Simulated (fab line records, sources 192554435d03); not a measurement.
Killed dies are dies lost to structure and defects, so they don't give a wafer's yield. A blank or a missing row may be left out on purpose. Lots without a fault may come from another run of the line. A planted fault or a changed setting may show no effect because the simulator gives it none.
Chamber matching | flow n5_finfet | N5_FIN_CUT_ETCH_20 on rie_diel-05: 4 sister chambers
The step etches SiARC in CF4, target depth 26 nm, time 43.3 s. 14 wafers are shown with their chamber, then 7 later ones without.

WAFERS WITH THEIR CHAMBER
wafer  | chamber | showerhead_plenum_p_Torr (Torr) | drypump_motor_current_A (A) | throttle_valve_pct (%)
L079.1 | 3       | 2.04                            | 5.1                         | 15.86
L079.3 | 0       | 2.26                            | 6.8                         | 15.38
L079.4 | 1       | 2.06                            | 5.3                         | 15.43
L083.1 | 0       | 2.26                            | 6.8                         | 15.39
L083.4 | 2       | 2.11                            | 5.1                         | 15.59
L083.5 | 0       | 2.26                            | 6.7                         | 15.38
L089.1 | 3       | 2.03                            | 5.1                         | 15.90
L089.2 | 0       | 2.26                            | 6.8                         | 15.41
L089.3 | 2       | 2.11                            | 5.1                         | 15.59
L089.4 | 1       | 2.05                            | 5.4                         | 15.47
L089.5 | 3       | 2.03                            | 5.1                         | 15.89
L089.6 | 0       | 2.26                            | 6.8                         | 15.39
L094.2 | 3       | 2.03                            | 5.1                         | 15.92
L094.3 | 2       | 2.10                            | 5.0                         | 15.63

SIGNATURES (means of the wafers above)
reading                  | chamber 0 | chamber 1 | chamber 2 | chamber 3 | scatter within a chamber
showerhead_plenum_p_Torr | 2.2600    | 2.0550    | 2.1067    | 2.0325    | 0.00438
drypump_motor_current_A  | 6.780     | 5.350     | 5.067     | 5.100     | 0.0443
throttle_valve_pct       | 15.3900   | 15.4500   | 15.6033   | 15.8925   | 0.0208
Rule: a wafer's distance from a chamber is the root of the sum, over the readings, of the square of ((its reading less the chamber's mean) divided by the reading's scatter). The wafer belongs to the nearest chamber; if the next one is less than 2 further off, it can't be placed. The scatter: the root of (the sum of the squares of (reading less its chamber's mean) over the shown wafers, divided by (wafers less chambers)).

WAFERS WITHOUT THEIR CHAMBER
wafer  | showerhead_plenum_p_Torr (Torr) | drypump_motor_current_A (A) | throttle_valve_pct (%)
L094.5 | 2.26                            | 6.8                         | 15.42
L095.1 | 2.05                            | 5.4                         | 15.49
L095.4 | 2.03                            | 5.1                         | 15.91
L095.6 | 2.26                            | 6.8                         | 15.42
L096.2 | 2.10                            | 5.1                         | 15.63
L096.4 | 2.25                            | 6.8                         | 15.42
L096.5 | 2.05                            | 5.4                         | 15.51

WHICH CHAMBER EACH WENT THROUGH
wafer  | from the rows above | in truth
L094.5 | 0                   | 0
L095.1 | 1                   | 1
L095.4 | 3                   | 3
L095.6 | 0                   | 0
L096.2 | 2                   | 2
L096.4 | 0                   | 0
L096.5 | 1                   | 1
Placed correctly: 7 of 7. Can't be placed from these rows: 0. Placed wrongly: 0.
